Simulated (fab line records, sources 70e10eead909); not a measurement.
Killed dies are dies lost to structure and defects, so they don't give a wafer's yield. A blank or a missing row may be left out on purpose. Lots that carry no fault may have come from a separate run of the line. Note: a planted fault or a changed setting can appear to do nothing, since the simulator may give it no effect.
fab line records	flow nand_harc
[record] lots = 24	wafers = 72	last_day = 33
route steps=1302 shown P_M2@339 P_BONDPAD@351 A_CHANNEL_HOLE_D1@471
lots that met no fault: from a run of the same line without faults
start_h: hours from the record's first day to the start of the lot's first wafer shown	wait_h: hours from the lot's prior step to this one	" the same as in the row above	L1.1+2: a single row standing in for several wafers	- value missing, or start not given	* or withheld: withheld	< > ~ a bound
route shown NAME@n: NAME is a module with steps in the file, n the number in the route of the first one	usual: mean and standard deviation over wafers with no fault	same: alike in all rows	chamber/n: place in a boat	sites: per-site readings	_std_site: how widely they spread, as a standard deviation	_edge_site: inner sites' mean taken away from outer sites' mean	radius_mm: for every site, how far away it sits from the centre of the wafer	mask NAME#n: copy n	behind: tool/chamber where the wafer was last shaped	hold: the reason the lot was held/the length of the hold in hours/how it ended	device: whichever transistor did not switch (one of n, p or np)	end of line: tests of these same wafers at the route's end	step lacking rows: just its recipe	killed: dies that structure and defects cost at the first sort, which is not the same as the wafer's yield	map: per-die view of a wafer (x killed, . not killed, _ where there is no die)
set.NAME: setting as actually run; set.NAME@STEP: the setting as run at that earlier step	model.NAME: the simulator's own value behind a step, which no gauge read
the route's steps for a sample of lots (tables are steps, rows are wafers)
services: when a tool's chamber went out of use (start_h, in hours from the record's first day, below 0 if earlier), for how many hours, and the reason
[[steps]]
[step NHARC_P_M2_PRE_CLEAN_30]
[recipe] time_s = 30	temp_c = 280	gas = H2/He
[usual] heater_power_w = 390/28
lot.wafer	tool	chamber	start_h	wait_h	heater_power_w
L074.2	pvd_sputter-02	-	-	-	442
L074.5	"	-	"	"	447
L074.6	"	-	"	"	412
L075.3	pvd_sputter-01	-	-	-	386
L075.1	"	-	"	"	394
L075.5	"	-	"	"	391
L076.2	pvd_sputter-01	-	-	-	378
L076.4	"	-	"	"	386
L076.5	"	-	"	"	397
L077.2	pvd_sputter-02	-	-	-	371
L077.3	"	-	"	"	447
L077.6	"	-	"	"	365
L078.1	pvd_sputter-02	-	-	-	415
L078.2	"	-	"	"	368
L078.3	"	-	"	"	370
L079.4	pvd_sputter-02	-	-	-	370
L079.2	"	-	"	"	457
L079.6	"	-	"	"	371
L080.4	pvd_sputter-03	-	-	-	427
L080.1	"	-	"	"	374
L080.6	"	-	"	"	346
L081.1	pvd_sputter-02	-	-	-	415
L081.4	"	-	"	"	365
L081.6	"	-	"	"	376
L082.2	pvd_sputter-03	-	-	-	388
L082.3	"	-	"	"	351
L082.5	"	-	"	"	348
L083.1	pvd_sputter-03	-	-	-	391
L083.3	"	-	"	"	371
L083.2	"	-	"	"	349
L084.4	pvd_sputter-03	-	-	-	401
L084.3	"	-	"	"	347
L084.5	"	-	"	"	378
L085.2	pvd_sputter-01	-	-	-	370
L085.1	"	-	"	"	414
L085.6	"	-	"	"	369
L086.2	pvd_sputter-03	-	-	-	345
L086.3	"	-	"	"	428
L086.5	"	-	"	"	393
L087.3	pvd_sputter-03	-	-	-	381
L087.6	"	-	"	"	349
L087.5	"	-	"	"	414
L089.3	pvd_sputter-02	-	-	-	370
L089.2	"	-	"	"	368
L089.5	"	-	"	"	451
L088.4	pvd_sputter-03	-	-	-	353
L088.1	"	-	"	"	387
L088.5	"	-	"	"	378
L090.2	pvd_sputter-03	-	-	-	386
L090.3	"	-	"	"	416
L090.6	"	-	"	"	375
L091.4	pvd_sputter-02	-	-	-	369
L091.2	"	-	"	"	420
L091.5	"	-	"	"	427
L092.2	pvd_sputter-01	-	-	-	397
L092.5	"	-	"	"	418
L092.6	"	-	"	"	400
L093.2	pvd_sputter-03	-	-	-	334
L093.4	"	-	"	"	422
L093.1	"	-	"	"	384
L094.2	pvd_sputter-03	-	-	-	399
L094.4	"	-	"	"	373
L094.5	"	-	"	"	392
L095.3	pvd_sputter-02	-	-	-	426
L095.2	"	-	"	"	422
L095.6	"	-	"	"	422
L096.2	pvd_sputter-01	-	-	-	367
L096.3	"	-	"	"	410
L096.5	"	-	"	"	379
L097.3	pvd_sputter-03	-	-	-	402
L097.5	"	-	"	"	365
L097.6	"	-	"	"	431
[step NHARC_P_M2_ANNEAL_31]
[recipe] temp_c = 225	time_s = 90
[usual] anneal_temp_c_max = 226.0/0.42	wafer_temp_C_max = 226.2/0.32
lot.wafer	tool	chamber	start_h	wait_h	anneal_temp_c_max	wafer_temp_C_max
L074.2	rtp_anneal-02	0	127.63	0.3	225.9	226.1
L074.5	"	0	"	"	226.0	226.2
L074.6	"	0	"	"	225.8	226.1
L075.1	rtp_anneal-01	0	142.95	0.3	225.7	226.4
L075.3	"	0	"	"	225.8	226.0
L075.5	"	0	"	"	226.5	226.5
L076.2	rtp_anneal-02	0	146.83	-	225.9	226.0
L076.4	"	0	"	"	225.6	226.3
L076.5	"	0	"	"	226.1	226.4
L077.2	rtp_anneal-01	0	161.43	-	226.9	226.5
L077.3	"	0	"	"	226.8	226.3
L077.6	"	0	"	"	226.3	226.3
L078.1	rtp_anneal-02	0	170.72	-	225.6	225.6
L078.2	"	0	"	"	225.6	226.0
L078.3	"	0	"	"	225.7	225.9
L079.2	rtp_anneal-01	0	188.88	-	226.1	226.2
L079.4	"	0	"	"	226.4	226.2
L079.6	"	0	"	"	226.8	226.8
L080.1	rtp_anneal-01	0	191.80	-	226.5	226.4
L080.4	"	0	"	"	226.6	226.8
L080.6	"	0	"	"	226.3	226.7
L081.1	rtp_anneal-02	0	209.68	0.3	225.7	226.1
L081.4	"	0	"	"	225.9	226.3
L081.6	"	0	"	"	225.8	226.4
L082.2	rtp_anneal-01	0	210.90	0.4	226.2	226.1
L082.3	"	0	"	"	226.0	226.3
L082.5	"	0	"	"	226.4	225.8
L083.1	rtp_anneal-01	0	216.52	-	226.9	227.5
L083.2	"	0	"	"	226.3	226.9
L083.3	"	0	"	"	226.6	226.4
L084.3	rtp_anneal-02	0	235.79	-	225.4	226.6
L084.4	"	0	"	"	225.6	226.0
L084.5	"	0	"	"	225.6	225.9
L085.1	rtp_anneal-02	0	241.70	-	225.6	226.1
L085.2	"	0	"	"	225.4	226.1
L085.6	"	0	"	"	225.7	226.3
L086.2	rtp_anneal-01	0	248.47	0.3	226.1	226.4
L086.3	"	0	"	"	226.2	226.4
L086.5	"	0	"	"	226.2	226.1
L087.3	rtp_anneal-02	0	276.58	-	225.6	225.5
L087.5	"	0	"	"	225.7	225.6
L087.6	"	0	"	"	225.8	225.9
L089.2	rtp_anneal-02	0	277.57	0.4	225.8	226.0
L089.3	"	0	"	"	226.0	225.9
L089.5	"	0	"	"	225.6	225.9
L088.1	rtp_anneal-02	0	279.28	0.3	225.7	226.5
L088.4	"	0	"	"	225.5	226.1
L088.5	"	0	"	"	225.7	226.5
L090.2	rtp_anneal-02	0	298.25	-	225.7	226.1
L090.3	"	0	"	"	225.4	226.3
L090.6	"	0	"	"	225.3	226.3
L091.2	rtp_anneal-01	0	300.50	0.3	226.3	226.5
L091.4	"	0	"	"	226.4	226.3
L091.5	"	0	"	"	226.3	226.1
L092.2	rtp_anneal-02	0	316.42	0.4	225.8	226.4
L092.5	"	0	"	"	225.9	226.1
L092.6	"	0	"	"	225.7	225.8
L093.1	rtp_anneal-01	0	321.03	-	226.3	226.1
L093.2	"	0	"	"	226.4	225.8
L093.4	"	0	"	"	226.8	226.0
L094.2	rtp_anneal-01	0	331.40	-	226.4	226.7
L094.4	"	0	"	"	226.5	225.5
L094.5	"	0	"	"	226.3	226.3
L095.2	rtp_anneal-01	0	340.79	0.4	226.2	225.8
L095.3	"	0	"	"	226.2	226.3
L095.6	"	0	"	"	226.0	226.0
L096.2	rtp_anneal-01	0	350.59	0.3	226.1	226.6
L096.3	"	0	"	"	226.4	225.9
L096.5	"	0	"	"	226.3	226.2
L097.3	rtp_anneal-02	0	362.44	0.3	225.7	226.3
L097.5	"	0	"	"	225.9	226.3
L097.6	"	0	"	"	225.5	226.2
[step NHARC_P_BONDPAD_DEP_00]
[recipe] target_thk_a = 2500	temp_c = 370	target_thk_nm = 250	pressure_torr = 3	flow_sccm = 200	rf_w = 450	material = SiCN
[usual] heater_power_w = 609/77
lot.wafer	tool	chamber	start_h	wait_h	heater_power_w
L074.2	pecvd-04	2	-	-	539
L074.6	"	0	"	"	700
L074.5	"	1	"	"	766
L075.3	pecvd-02	2	-	-	585
L075.1	"	1	"	"	661
L075.5	"	1	"	"	685
L076.2	pecvd-01	0	148.23	-	525
L076.4	"	1	"	"	625
L076.5	"	0	"	"	554
L077.2	pecvd-01	1	162.92	0.4	594
L077.3	"	0	"	"	544
L077.6	"	1	"	"	621
L078.2	pecvd-01	0	172.26	0.4	538
L078.1	"	1	"	"	681
L078.3	"	2	"	"	680
L079.2	pecvd-02	2	190.47	0.6	509
L079.6	"	1	"	"	734
L079.4	"	2	"	"	522
L080.1	pecvd-02	2	193.23	-	481
L080.6	"	2	"	"	502
L080.4	"	0	"	"	581
L081.1	pecvd-04	1	211.13	-	679
L081.4	"	1	"	"	712
L081.6	"	2	"	"	520
L082.2	pecvd-02	1	-	-	687
L082.3	"	0	"	"	607
L082.5	"	0	"	"	611
L083.1	pecvd-04	2	217.90	-	570
L083.2	"	1	"	"	728
L083.3	"	1	"	"	756
L084.3	pecvd-01	1	237.83	1.0	643
L084.4	"	1	"	"	666
L084.5	"	2	"	"	553
L085.1	pecvd-01	2	243.07	-	648
L085.2	"	0	"	"	518
L085.6	"	2	"	"	662
L086.2	pecvd-02	1	249.96	0.4	719
L086.3	"	2	"	"	528
L086.5	"	1	"	"	723
L087.3	pecvd-02	1	-	-	712
L087.5	"	2	"	"	574
L087.6	"	0	"	"	507
L089.3	pecvd-02	2	-	-	574
L089.2	"	1	"	"	675
L089.5	"	0	"	"	566
L088.1	pecvd-01	1	280.64	-	683
L088.5	"	2	"	"	672
L088.4	"	0	"	"	568
L090.3	pecvd-01	1	299.62	-	678
L090.2	"	2	"	"	590
L090.6	"	2	"	"	601
L091.2	pecvd-02	2	301.91	-	584
L091.5	"	0	"	"	456
L091.4	"	2	"	"	591
L092.2	pecvd-02	0	317.89	-	484
L092.6	"	0	"	"	495
L092.5	"	2	"	"	573
L093.1	pecvd-04	0	-	-	600
L093.2	"	1	"	"	739
L093.4	"	0	"	"	599
L094.2	pecvd-02	0	332.94	0.5	521
L094.4	"	2	"	"	532
L094.5	"	1	"	"	695
L095.2	pecvd-02	0	342.29	0.4	559
L095.3	"	1	"	"	704
L095.6	"	2	"	"	538
L096.3	pecvd-04	1	351.94	-	658
L096.2	"	0	"	"	570
L096.5	"	2	"	"	480
L097.3	pecvd-04	1	363.71	-	744
L097.5	"	1	"	"	747
L097.6	"	2	"	"	553
[step NHARC_P_BONDPAD_CMP_32]
[recipe] target_thk_nm = 200	material = SiCN
[usual] motor_current_A = 12.6/1.5
lot.wafer	tool	chamber	start_h	wait_h	motor_current_A
L074.2	cmp-02	1	129.34	-	11.6
L074.5	"	1	"	"	12.1
L074.6	"	2	"	"	13.2
L075.1	cmp-04	0	144.74	-	9.7
L075.3	"	3	"	"	12.6
L075.5	"	0	"	"	10.0
L076.4	cmp-04	2	148.57	-	12.7
L076.2	"	0	"	"	9.8
L076.5	"	2	"	"	11.5
L077.2	cmp-04	3	163.33	-	12.2
L077.3	"	0	"	"	9.7
L077.6	"	0	"	"	9.6
L078.2	cmp-02	2	172.70	-	12.6
L078.3	"	3	"	"	12.7
L078.1	"	0	"	"	11.3
L079.2	cmp-03	1	190.82	-	11.8
L079.4	"	2	"	"	14.0
L079.6	"	1	"	"	11.8
L080.4	cmp-03	2	193.59	-	13.8
L080.1	"	0	"	"	12.8
L080.6	"	3	"	"	13.0
L081.1	cmp-02	3	211.65	0.5	12.6
L081.4	"	0	"	"	12.0
L081.6	"	2	"	"	13.0
L082.2	cmp-02	0	212.68	-	11.7
L082.3	"	1	"	"	11.8
L082.5	"	2	"	"	13.4
L083.2	cmp-03	3	218.44	0.4	13.2
L083.1	"	0	"	"	12.9
L083.3	"	1	"	"	11.8
L084.4	cmp-04	3	238.29	-	12.8
L084.3	"	0	"	"	9.3
L084.5	"	2	"	"	11.4
L085.1	cmp-02	3	243.48	-	11.8
L085.2	"	2	"	"	12.8
L085.6	"	0	"	"	11.9
L086.3	cmp-03	3	250.37	-	12.1
L086.2	"	2	"	"	13.3
L086.5	"	3	"	"	13.3
L087.3	cmp-02	2	278.31	-	12.6
L087.5	"	3	"	"	11.9
L087.6	"	0	"	"	11.7
L089.3	cmp-04	0	279.33	-	10.5
L089.2	"	1	"	"	15.9
L089.5	"	3	"	"	12.4
L088.1	cmp-04	1	281.08	-	16.3
L088.4	"	3	"	"	12.2
L088.5	"	0	"	"	9.3
L090.3	cmp-04	3	300.03	-	12.2
L090.2	"	0	"	"	9.7
L090.6	"	2	"	"	12.3
L091.4	cmp-04	1	302.22	-	15.5
L091.2	"	3	"	"	12.5
L091.5	"	1	"	"	15.9
L092.2	cmp-02	1	318.34	-	11.6
L092.5	"	3	"	"	11.6
L092.6	"	0	"	"	11.2
L093.4	cmp-03	0	323.02	-	12.4
L093.1	"	1	"	"	12.3
L093.2	"	2	"	"	13.7
L094.2	cmp-04	3	333.33	-	12.5
L094.4	"	0	"	"	10.0
L094.5	"	2	"	"	11.7
L095.2	cmp-03	2	342.70	-	13.3
L095.3	"	3	"	"	13.1
L095.6	"	2	"	"	14.3
L096.3	cmp-03	2	352.35	-	12.8
L096.2	"	3	"	"	13.1
L096.5	"	3	"	"	13.4
L097.3	cmp-02	1	364.12	-	12.3
L097.6	"	1	"	"	12.0
L097.5	"	2	"	"	13.0
[step NHARC_P_BONDPAD_PVD_17]
[recipe] target_thk_a = 50	bias_v = 168.6	power_w = 15000	chamber_pressure_pa = 0.12	time_s = 8.06	substrate_temp_c = 50	material = TaN
[usual] cathode_dc_power_W = 15000/2.7	throttle_valve_pct = 29.8/0.84
lot.wafer	tool	chamber	start_h	wait_h	cathode_dc_power_W	throttle_valve_pct
L074.2	pvd_sputter-03	-	-	-	15002	31.2
L074.6	"	-	"	"	15000	29.4
L074.5	"	-	"	"	14999	30.5
L075.1	pvd_sputter-02	-	-	-	14998	31.3
L075.3	"	-	"	"	14999	28.3
L075.5	"	-	"	"	15001	31.3
L076.2	pvd_sputter-03	-	-	-	14995	29.2
L076.4	"	-	"	"	15002	29.2
L076.5	"	-	"	"	14999	30.1
L077.2	pvd_sputter-01	-	-	-	14999	30.7
L077.3	"	-	"	"	15000	29.5
L077.6	"	-	"	"	14996	30.8
L078.2	pvd_sputter-01	-	-	-	15000	30.4
L078.3	"	-	"	"	15000	30.4
L078.1	"	-	"	"	14996	29.3
L079.2	pvd_sputter-03	-	-	-	15002	30.8
L079.4	"	-	"	"	14997	29.3
L079.6	"	-	"	"	15000	28.7
L080.4	pvd_sputter-02	-	-	-	15001	29.6
L080.1	"	-	"	"	14998	29.4
L080.6	"	-	"	"	15001	28.0
L081.1	pvd_sputter-01	-	-	-	14998	30.1
L081.4	"	-	"	"	15002	30.5
L081.6	"	-	"	"	14998	29.2
L082.2	pvd_sputter-01	-	-	-	15000	29.3
L082.3	"	-	"	"	15001	30.9
L082.5	"	-	"	"	15002	29.1
L083.2	pvd_sputter-01	-	-	-	14996	29.1
L083.3	"	-	"	"	15002	29.0
L083.1	"	-	"	"	14999	30.3
L084.4	pvd_sputter-02	-	-	-	15002	29.4
L084.3	"	-	"	"	14998	31.1
L084.5	"	-	"	"	15005	29.6
L085.2	pvd_sputter-01	-	-	-	15002	29.7
L085.1	"	-	"	"	14999	28.8
L085.6	"	-	"	"	15001	31.3
L086.2	pvd_sputter-02	-	-	-	14999	28.2
L086.3	"	-	"	"	14999	31.5
L086.5	"	-	"	"	14998	28.3
L087.3	pvd_sputter-02	-	-	-	15001	29.7
L087.6	"	-	"	"	15005	27.9
L087.5	"	-	"	"	15004	31.1
L089.2	pvd_sputter-03	-	-	-	15005	28.4
L089.3	"	-	"	"	14998	29.3
L089.5	"	-	"	"	15000	30.0
L088.4	pvd_sputter-03	-	-	-	14997	28.5
L088.1	"	-	"	"	14994	30.7
L088.5	"	-	"	"	15001	30.1
L090.2	pvd_sputter-01	-	-	-	14998	30.3
L090.3	"	-	"	"	14999	30.9
L090.6	"	-	"	"	15000	30.6
L091.4	pvd_sputter-01	-	-	-	14995	29.6
L091.2	"	-	"	"	14998	29.3
L091.5	"	-	"	"	15003	29.3
L092.2	pvd_sputter-01	-	-	-	14998	29.6
L092.5	"	-	"	"	15004	29.4
L092.6	"	-	"	"	15005	30.9
L093.4	pvd_sputter-03	-	-	-	15001	30.4
L093.1	"	-	"	"	15000	29.3
L093.2	"	-	"	"	15002	29.8
L094.2	pvd_sputter-03	-	-	-	15005	29.1
L094.4	"	-	"	"	14998	30.9
L094.5	"	-	"	"	15005	30.0
L095.2	pvd_sputter-03	-	-	-	15004	29.9
L095.3	"	-	"	"	15000	28.7
L095.6	"	-	"	"	15000	29.3
L096.2	pvd_sputter-01	-	-	-	15001	29.7
L096.3	"	-	"	"	15000	29.2
L096.5	"	-	"	"	14999	31.1
L097.3	pvd_sputter-01	-	-	-	14998	31.0
L097.5	"	-	"	"	15000	29.1
L097.6	"	-	"	"	14998	30.3
[step NHARC_A_CHANNEL_HOLE_D1_ETCH_19]
[recipe] bias_v = 1200	source_w = 2500	pressure_mtorr = 15	time_s = 34.5	ar_flow_sccm = 375	c4f8_flow_sccm = 28.8	o2_flow_sccm = 96.2	temp_c = -20	target_depth_a = *	chemistry = C4F8/O2/Ar
[usual] drypump_motor_current_A = 5.84/0.19	showerhead_plenum_p_Torr = 3.74/0.13	throttle_valve_pct = 37.038/0.0093
lot.wafer	tool	chamber	start_h	wait_h	drypump_motor_current_A	rf_hours_counter_h	showerhead_plenum_p_Torr	throttle_valve_pct
L074.2	har_etch-02	1	176.08	0.1	6.03	293	3.46	37.044
L074.6	"	0	"	"	5.63	-	3.73	37.031
L074.5	"	1	"	"	6.04	-	3.46	37.050
L075.1	har_etch-01	1	192.90	2.4	5.68	95	3.78	37.047
L075.3	"	0	"	"	6.06	-	3.78	37.025
L075.5	"	0	"	"	6.08	-	3.78	37.039
L076.2	har_etch-02	1	194.02	3.2	6.03	305	3.45	37.023
L076.4	"	0	"	"	5.67	-	3.73	37.053
L076.5	"	1	"	"	6.04	-	3.45	37.043
L077.2	har_etch-01	0	206.49	0.1	6.03	103	3.77	37.023
L077.3	"	1	"	"	5.67	-	3.77	37.027
L077.6	"	0	"	"	6.04	-	3.77	37.034
L078.2	har_etch-01	0	217.11	0.1	6.07	111	3.77	37.040
L078.1	"	1	"	"	5.67	111	3.77	37.050
L078.3	"	1	"	"	5.66	-	3.77	37.060
L079.2	har_etch-01	0	234.83	0.1	6.05	118	3.77	37.035
L079.4	"	1	"	"	5.69	-	3.77	37.036
L079.6	"	0	"	"	6.06	-	3.77	37.039
L080.1	har_etch-01	0	244.38	1.4	6.07	126	3.76	37.048
L080.4	"	1	"	"	5.68	-	3.76	37.031
L080.6	"	1	"	"	5.69	-	3.76	37.040
L081.1	har_etch-01	0	262.93	0.1	6.06	138	3.75	37.034
L081.4	"	1	"	"	5.68	-	3.75	37.048
L081.6	"	0	"	"	6.05	-	3.75	37.055
L082.2	har_etch-02	0	264.36	0.2	5.65	331	3.71	37.038
L082.3	"	1	"	"	6.02	-	3.43	37.040
L082.5	"	1	"	"	6.03	-	3.43	37.038
L083.2	har_etch-01	1	267.07	0.1	5.69	142	3.75	37.052
L083.1	"	0	"	"	6.06	142	3.75	37.037
L083.3	"	1	"	"	5.69	-	3.75	37.041
L084.3	har_etch-02	1	288.86	1.1	5.99	-	3.42	37.052
L084.4	"	0	"	"	5.65	-	3.70	37.044
L084.5	"	0	"	"	5.63	-	3.70	37.050
L085.1	har_etch-01	0	292.29	4.2	6.08	157	3.74	37.051
L085.2	"	1	"	"	5.68	157	3.74	37.042
L085.6	"	1	"	"	5.68	-	3.74	37.026
L086.2	har_etch-02	0	295.29	0.1	5.67	-	3.70	37.049
L086.3	"	0	"	"	5.65	-	3.70	37.039
L086.5	"	0	"	"	5.66	-	3.70	37.036
L089.2	har_etch-02	0	326.31	0.1	5.65	370	3.69	37.032
L089.3	"	0	"	"	5.64	-	3.69	37.036
L089.5	"	1	"	"	5.99	-	3.98	37.044
L087.3	har_etch-01	1	326.76	0.1	5.66	-	3.73	37.051
L087.5	"	1	"	"	5.66	-	3.74	37.040
L087.6	"	0	"	"	6.05	-	3.73	37.044
L088.1	har_etch-02	0	330.49	2.5	5.65	374	3.69	37.037
L088.4	"	0	"	"	5.65	-	3.69	37.035
L088.5	"	0	"	"	5.65	-	3.69	37.039
L091.2	har_etch-02	1	348.02	0.1	6.03	384	3.97	37.058
L091.4	"	1	"	"	6.01	-	3.97	37.032
L091.5	"	0	"	"	5.64	-	3.68	37.019
L090.2	har_etch-01	1	349.95	1.3	5.69	187	3.73	37.025
L090.3	"	1	"	"	5.68	-	3.73	37.042
L090.6	"	1	"	"	5.68	-	3.73	37.041
L092.2	har_etch-02	0	362.21	0.1	5.65	393	3.68	37.025
L092.6	"	0	"	"	5.62	-	3.68	37.045
L092.5	"	1	"	"	6.01	-	3.97	37.017
L093.1	har_etch-02	0	367.19	0.1	5.66	397	3.67	37.028
L093.2	"	1	"	"	6.00	396	3.97	37.036
L093.4	"	0	"	"	5.65	-	3.67	37.018
L094.2	har_etch-01	0	382.60	1.5	6.07	210	3.71	37.032
L094.4	"	0	"	"	6.10	-	3.71	37.043
L094.5	"	1	"	"	5.69	-	3.71	37.034
L095.2	har_etch-01	0	392.68	0.1	6.02	218	3.71	37.042
L095.3	"	0	"	"	6.04	-	3.71	37.042
L095.6	"	1	"	"	5.68	-	3.71	37.035
L096.2	har_etch-02	1	400.76	0.1	6.00	4	3.96	37.032
L096.3	"	1	"	"	6.02	-	3.96	37.042
L096.5	"	0	"	"	5.64	-	3.67	37.029
L097.3	har_etch-02	0	416.82	0.1	5.64	-	3.66	37.037
L097.6	"	0	"	"	5.64	-	3.66	37.033
L097.5	"	1	"	"	6.01	-	3.96	37.041
[[services]]
tool	chamber	start_h	hours	kind
pvd_sputter-02	-	104.04	10.0	pm
pecvd-02	2	105.35	5.0	repair
pecvd-02	0	109.69	1.8	repair
cmp-04	-	111.00	4.0	pm
har_etch-02	-	127.25	2.6	repair
cmp-04	-	139.37	0.9	repair
pvd_sputter-02	-	154.95	3.2	repair
pecvd-02	2	166.95	6.4	repair
pvd_sputter-03	-	170.00	10.0	pm
pvd_sputter-03	-	203.14	1.0	repair
cmp-04	-	209.00	4.0	pm
pvd_sputter-01	-	226.00	10.0	pm
pecvd-02	-	227.33	13.0	pm
cmp-04	-	255.31	3.2	repair
pvd_sputter-02	-	263.14	1.9	repair
pvd_sputter-02	-	282.04	10.0	pm
pvd_sputter-01	-	295.80	4.4	repair
cmp-04	-	307.00	4.0	pm
pvd_sputter-03	-	348.00	10.0	pm
pvd_sputter-02	-	368.51	1.7	repair
rtp_anneal-01	-	372.00	12.0	pm
har_etch-02	-	377.00	17.0	pm
pvd_sputter-01	-	404.00	10.0	pm
pecvd-02	-	408.33	13.0	pm
[[key]]
fault none
